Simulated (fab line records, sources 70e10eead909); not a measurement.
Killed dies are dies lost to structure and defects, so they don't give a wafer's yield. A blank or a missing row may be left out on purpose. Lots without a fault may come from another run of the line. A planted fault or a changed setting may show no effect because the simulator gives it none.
fab line records | flow nand_harc
record lots=13 wafers=39 last_day=33
route steps=1302 shown P_M2@345 P_BONDPAD@353
lots that met no fault: from a run of the same line without faults
start_h: hours from the record's first day to the start of the lot's first wafer shown | wait_h: hours since the lot's step before | " the same as in the row above | L1.1+2: a row that stands for several wafers | - no value, or no start given | * or withheld: withheld | < > ~ a bound
route shown NAME@n: a module of which the file shows steps, and the number in the route of the first | usual: mean/standard deviation of fault-free wafers | same: alike in all rows | chamber/n: place in a boat | sites: the reading at each site | _std_site: their standard deviation | _edge_site: outer sites' mean less inner sites' | radius_mm: how far each site lies from the wafer's centre | mask NAME#n: copy n | behind: the tool/chamber that last shaped the wafer | hold: why the lot was held/for how many hours/how that ended | device: the transistor (n, p or np) that didn't switch | end of line: the same wafers' tests at the end of the route | a step without rows: its recipe alone | killed: dies lost to structure and defects at the first sort, not the wafer's yield | map: a wafer's dies, x killed, . not, _ none there
set.NAME: the setting as run; set.NAME@STEP: as run at that earlier step | model.NAME: the simulator's own value behind a step, which no gauge read
steps of the route over a sample of lots; a table a step, a row a wafer
services: from which hour (start_h, from the record's first day; less than 0 if before it) a tool's chamber was out of use, for how many hours, and why
## steps
# step NHARC_P_M2_THK_MEAS_24
# recipe thk_meas_gauge=xrf
# usual thk_nm=144.1/1.5
# columns lot.wafer tool chamber start_h wait_h thk_nm
L299.1 film_metro-02 - 173.54 - 143.1
L299.2 " - " " 143.9
L299.3 " - " " 145.2
L306.1 film_metro-02 - 247.65 - 144.5
L306.4 " - " " 141.8
L306.5 " - " " 146.3
L307.1 film_metro-02 - 250.21 - 144.5
L307.2 " - " " 145.4
L307.5 " - " " 144.8
L308.1 film_metro-01 - 261.07 - 142.8
L308.2 " - " " 146.6
L308.4 " - " " 140.5
L310.1 film_metro-02 - 283.18 - 141.5
L310.2 " - " " 142.3
L310.6 " - " " 139.7
L309.2 film_metro-01 - 284.54 - 143.8
L309.4 " - " " 142.5
L309.5 " - " " 144.7
L311.1 film_metro-02 - 301.55 - 144.5
L311.3 " - " " 145.1
L311.6 " - " " 144.9
L312.2 film_metro-01 - 302.31 - 141.2
L312.3 " - " " 144.1
L312.4 " - " " 143.4
L313.2 film_metro-02 - 319.24 - 143.4
L313.3 " - " " 141.2
L313.4 " - " " 144.8
L314.1 film_metro-02 - 324.14 - 147.6
L314.3 " - " " 145.6
L314.4 " - " " 143.7
L316.1 film_metro-02 - 336.45 - 144.3
L316.2 " - " " 145.5
L316.5 " - " " 143.6
L317.1 film_metro-02 - 350.38 - 144.1
L317.2 " - " " 142.3
L317.5 " - " " 142.1
L318.2 film_metro-01 - 362.22 - 145.3
L318.3 " - " " 145.2
L318.4 " - " " 143.0
# step NHARC_P_BONDPAD_THK_MEAS_33
# recipe thk_meas_gauge=ellipsometry
# usual thk_nm=200.2/1.3
# columns lot.wafer tool chamber start_h wait_h thk_nm
L299.1 film_metro-01 - 174.91 0.1 202.8
L299.2 " - " " 199.8
L299.3 " - " " 202.9
L306.1 film_metro-02 - 249.02 0.1 199.6
L306.4 " - " " 200.6
L306.5 " - " " 201.5
L307.1 film_metro-02 - 251.72 0.2 201.8
L307.2 " - " " 202.0
L307.5 " - " " 202.0
L308.1 film_metro-01 - 262.45 0.2 199.7
L308.2 " - " " 199.0
L308.4 " - " " 202.0
L310.1 film_metro-02 - 284.55 0.1 201.3
L310.2 " - " " 199.0
L310.6 " - " " 198.6
L309.2 film_metro-02 - 285.91 0.2 200.3
L309.4 " - " " 200.0
L309.5 " - " " 201.5
L311.1 film_metro-01 - 302.92 0.1 199.4
L311.3 " - " " 201.3
L311.6 " - " " 199.2
L312.2 film_metro-02 - 303.68 0.2 203.1
L312.3 " - " " 200.3
L312.4 " - " " 200.3
L313.2 film_metro-02 - 320.61 0.2 200.4
L313.3 " - " " 199.2
L313.4 " - " " 198.9
L314.1 film_metro-01 - 325.51 0.1 200.2
L314.3 " - " " 201.2
L314.4 " - " " 203.1
L316.1 film_metro-02 - 337.84 0.1 201.6
L316.2 " - " " 200.6
L316.5 " - " " 198.8
L317.1 film_metro-01 - 351.89 0.2 199.9
L317.2 " - " " 200.4
L317.5 " - " " 198.9
L318.2 film_metro-01 - 363.60 0.2 198.3
L318.3 " - " " 200.7
L318.4 " - " " 200.8
# step NHARC_P_BONDPAD_ETCH_37
# recipe target_depth_a=600 overetch_a=180 time_s=65.91 ion_energy_ev=200 n2_flow_sccm=150 h2_flow_sccm=150 ar_flow_sccm=0 rf_w=400 bias_w=150 chemistry=N2/H2
# usual chamber_pressure_mTorr=30.00/0.032 drypump_motor_current_A=5.7/0.47 mfc_ar_sccm=0.008/0.013 oes_product_au=0.998/0.0084 rf_vpp_V=430.4/2.5 run_length_s=87.4/0.39 showerhead_plenum_p_Torr=2.04/0.087 throttle_valve_pct=14.170/0.0091
# columns lot.wafer tool chamber start_h wait_h chamber_pressure_mTorr drypump_motor_current_A mfc_ar_sccm oes_product_au rf_hours_counter_h rf_vpp_V run_length_s showerhead_plenum_p_Torr throttle_valve_pct
L299.2 rie_diel-08 0 175.65 0.1 29.94 5.5 0 1.016 4.6 428.1 67.3 1.96 14.164
L299.3 " 1 " " 30.02 5.3 0 1.004 4.7 434.8 87.7 2.15 14.160
L299.1 " 3 " " 30.04 6.5 0.003 1.000 4.1 430.9 87.0 2.07 14.184
L306.4 rie_diel-08 1 249.76 0.1 30.00 5.3 0 1.010 1.1 432.5 87.8 2.15 14.167
L306.1 " 0 " " 29.97 5.5 0 1.003 0.9 429.3 87.6 1.96 14.155
L306.5 " 2 " " 30.05 5.1 0.006 1.004 - 427.7 87.5 1.92 14.179
L307.1 rie_diel-02 2 252.59 0.1 30.05 6.0 0.003 0.996 0.8 430.8 87.7 2.05 14.163
L307.2 " 0 " " 29.96 5.7 0.011 0.998 0.9 432.3 86.8 2.14 14.160
L307.5 " 2 " " 29.95 6.0 0.003 0.995 - 429.3 87.5 2.05 14.174
L308.1 rie_diel-02 1 263.19 0.1 29.95 5.9 0.039 1.006 2.0 429.4 87.3 1.98 14.169
L308.2 " 2 " " 30.02 6.0 0.003 0.998 2.0 431.2 87.5 2.05 14.169
L308.4 " 3 " " 30.05 6.0 0 1.007 2.3 430.7 87.6 2.03 14.176
L310.2 rie_diel-06 1 285.43 0.1 29.98 5.8 0.042 0.985 7.3 429.9 87.8 2.05 14.169
L310.1 " 2 " " 30.03 6.4 0.006 0.979 7.0 426.9 87.4 1.90 14.168
L310.6 " 1 " " 30.00 5.8 0.042 0.993 - 431.4 87.4 2.05 14.177
L309.2 rie_diel-08 3 286.78 0.1 30.06 6.4 0.003 0.998 1.9 430.3 87.2 2.07 14.151
L309.4 " 0 " " 30.03 5.5 0 0.999 1.8 427.7 88.1 1.96 14.172
L309.5 " 0 " " 30.05 5.5 0 1.001 - 428.4 87.6 1.96 14.151
L311.1 rie_diel-08 1 303.66 0.1 29.94 5.3 0 0.997 2.6 433.8 87.9 2.15 14.167
L311.3 " 2 " " 30.05 5.1 0.006 0.997 2.7 427.5 88.0 1.92 14.163
L311.6 " 2 " " 30.00 5.1 0.006 0.992 - 427.2 87.4 1.92 14.180
L312.3 rie_diel-08 1 304.55 0.1 30.03 5.3 0 0.986 2.7 432.4 88.0 2.15 14.171
L312.2 " 2 " " 30.00 5.1 0.006 0.997 2.8 427.5 87.2 1.92 14.153
L312.4 " 0 " " 29.99 5.5 0 0.998 2.3 428.0 87.6 1.96 14.178
L313.4 rie_diel-02 2 321.48 0.1 29.96 6.0 0.003 0.995 3.7 430.7 87.3 2.05 14.170
L313.2 " 3 " " 30.00 6.0 0 1.005 5.2 430.7 87.3 2.03 14.175
L313.3 " 1 " " 29.98 5.9 0.039 1.017 5.5 429.6 87.4 1.98 14.170
L314.4 rie_diel-02 3 326.37 0.1 29.98 6.0 0 1.008 5.3 429.1 87.4 2.03 14.184
L314.1 " 0 " " 29.93 5.7 0.011 1.017 4.6 434.6 86.8 2.14 14.188
L314.3 " 2 " " 29.96 6.0 0.003 0.989 3.8 431.0 87.7 2.05 14.170
L316.1 rie_diel-06 3 338.71 0.1 29.99 4.9 0.013 0.983 0.8 435.7 86.4 2.20 14.163
L316.2 " 0 " " 29.98 6.1 0 1.000 0.8 432.3 87.5 2.06 14.162
L316.5 " 1 " " 29.96 5.8 0.042 0.990 - 430.6 87.5 2.05 14.180
L317.2 rie_diel-08 3 352.64 0.1 30.00 6.5 0.003 1.003 3.8 431.8 87.1 2.07 14.198
L317.1 " 1 " " 29.97 5.3 0 1.000 3.9 433.9 88.4 2.15 14.189
L317.5 " 3 " " 29.97 6.4 0.003 0.997 - 431.1 87.5 2.07 14.186
L318.4 rie_diel-08 0 364.47 0.1 29.99 5.5 0 0.993 4.1 428.4 87.5 1.96 14.159
L318.3 " 1 " " 29.99 5.3 0 0.996 4.1 434.2 88.0 2.15 14.173
L318.2 " 2 " " 29.96 5.1 0.006 1.004 4.3 427.5 87.6 1.91 14.159
# step NHARC_P_BONDPAD_PVD_17
# recipe target_thk_a=50 bias_v=168.6 power_w=15000 chamber_pressure_pa=0.12 time_s=8.06 substrate_temp_c=50 material=TaN
# usual throttle_valve_pct=30.4/1.1
# columns lot.wafer tool chamber start_h wait_h throttle_valve_pct
L299.1 pvd_sputter-02 - - - 30.1
L299.3 " - " " 31.8
L299.2 " - " " 29.7
L306.1 pvd_sputter-01 - - - 31.7
L306.4 " - " " 28.5
L306.5 " - " " 30.0
L307.2 pvd_sputter-01 - - - 31.8
L307.1 " - " " 29.0
L307.5 " - " " 30.0
L308.2 pvd_sputter-03 - - - 29.5
L308.4 " - " " 29.9
L308.1 " - " " 29.8
L310.2 pvd_sputter-03 - - - 29.8
L310.1 " - " " 29.3
L310.6 " - " " 29.4
L309.2 pvd_sputter-01 - - - 29.2
L309.4 " - " " 28.6
L309.5 " - " " 29.3
L311.3 pvd_sputter-03 - - - 29.5
L311.1 " - " " 30.1
L311.6 " - " " 29.8
L312.4 pvd_sputter-01 - - - 31.8
L312.2 " - " " 29.8
L312.3 " - " " 29.1
L313.4 pvd_sputter-03 - - - 30.2
L313.2 " - " " 29.7
L313.3 " - " " 31.4
L314.1 pvd_sputter-02 - - - 31.0
L314.3 " - " " 31.8
L314.4 " - " " 30.1
L316.1 pvd_sputter-01 - - - 29.1
L316.2 " - " " 28.3
L316.5 " - " " 29.1
L317.2 pvd_sputter-02 - - - 32.0
L317.1 " - " " 32.0
L317.5 " - " " 30.0
L318.4 pvd_sputter-02 - - - 31.0
L318.3 " - " " 31.9
L318.2 " - " " 32.0
## services
# columns tool chamber start_h hours kind
rie_diel-02 - 153.40 0.1 repair
pvd_sputter-03 - 165.47 0.7 repair
rie_diel-08 0 169.80 - clean
rie_diel-08 1 169.80 - clean
rie_diel-08 2 169.80 - clean
pvd_sputter-03 - 170.10 10.0 pm
pvd_sputter-01 - 175.57 34.0 repair
pvd_sputter-03 - 181.18 4.1 repair
rie_diel-08 - 190.80 9.0 pm
rie_diel-02 - 216.70 9.0 pm
pvd_sputter-01 - 226.00 10.0 pm
rie_diel-08 3 238.27 1.2 repair
rie_diel-02 2 275.77 14.2 repair
rie_diel-02 0 275.82 2.5 repair
pvd_sputter-02 - 282.02 10.0 pm
rie_diel-02 1 288.99 1.3 repair
rie_diel-06 - 307.20 9.0 pm
rie_diel-08 1 319.83 2.8 repair
rie_diel-02 - 327.53 0.5 repair
rie_diel-02 0 330.81 4.1 repair
rie_diel-02 2 340.72 6.1 repair
rie_diel-06 0 340.79 13.5 repair
pvd_sputter-03 - 348.10 10.0 pm
rie_diel-02 2 356.16 4.3 repair
## key
first_sign step=NHARC_P_BONDPAD_ETCH_37 reading=run_length_s direction=down sigmas=51 usual=* struck=*
effect none on later readings
met_at NHARC_P_BONDPAD_ETCH_37
struck_lots L299
struck_wafers L299.2
sort_left_out L299.2
not_acting_at NHARC_P_M2_THK_MEAS_24,NHARC_P_BONDPAD_THK_MEAS_33,NHARC_P_BONDPAD_PVD_17
fault kind=process_parameter_drift tool=rie_diel-08 chamber=0 onset_h=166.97 steps=NHARC_P_BONDPAD_ETCH_37 channel=time_s offset=* shape=step end_h=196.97 acts_in=* stated=*
# sort_left_out: the simulated sort isn't trusted on such a fault, so these wafers' sort isn't shown, and their yield isn't known
